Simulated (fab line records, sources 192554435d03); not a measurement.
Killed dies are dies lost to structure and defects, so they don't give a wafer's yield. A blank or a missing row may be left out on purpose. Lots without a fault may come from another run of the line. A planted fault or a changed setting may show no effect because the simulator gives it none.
Chamber matching | flow n5_finfet | N5_BEOL_M7_STRIP_36 on rie_diel-03: 4 sister chambers
The step strips in N2/H2. 4 wafers are shown with their chamber, then 7 later ones without.

WAFERS WITH THEIR CHAMBER
wafer  | chamber | showerhead_plenum_p_Torr (Torr)
L081.5 | 0       | 2.54
L082.4 | 2       | 2.50
L082.6 | 3       | 2.60
L083.5 | 1       | 2.48

WAFERS WITHOUT THEIR CHAMBER
wafer  | showerhead_plenum_p_Torr (Torr)
L083.6 | 2.49
L088.1 | 2.53
L088.2 | 2.48
L088.3 | 2.60
L097.2 | 2.52
L097.4 | 2.47
L097.5 | 2.49

WHICH CHAMBER EACH WENT THROUGH
wafer  | from the rows above          | in truth
L083.6 | can't be placed: 2 or 1      | 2
L088.1 | can't be placed: 0 or 2      | 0
L088.2 | can't be placed: 1 or 2      | 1
L088.3 | 3                            | 3
L097.2 | can't be placed: 0 or 2 or 1 | 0
L097.4 | can't be placed: 1 or 2      | 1
L097.5 | can't be placed: 2 or 1      | 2
Placed correctly: 1 of 7. Can't be placed from these rows: 6 (the true chamber is among the candidates in 6). Placed wrongly: 0.
How it was worked out, from the rows above alone: a wafer's distance from a chamber is the root of the sum, over the readings, of the square of ((its reading less the chamber's mean) divided by the reading's scatter). The wafer belongs to the nearest chamber; if the next one is less than 2 further off, it can't be placed. A chamber's mean is the mean of its shown wafers. The scatter: with one shown wafer a chamber, the root of the mean of the squares of how far each hidden wafer lies from its nearest shown one.
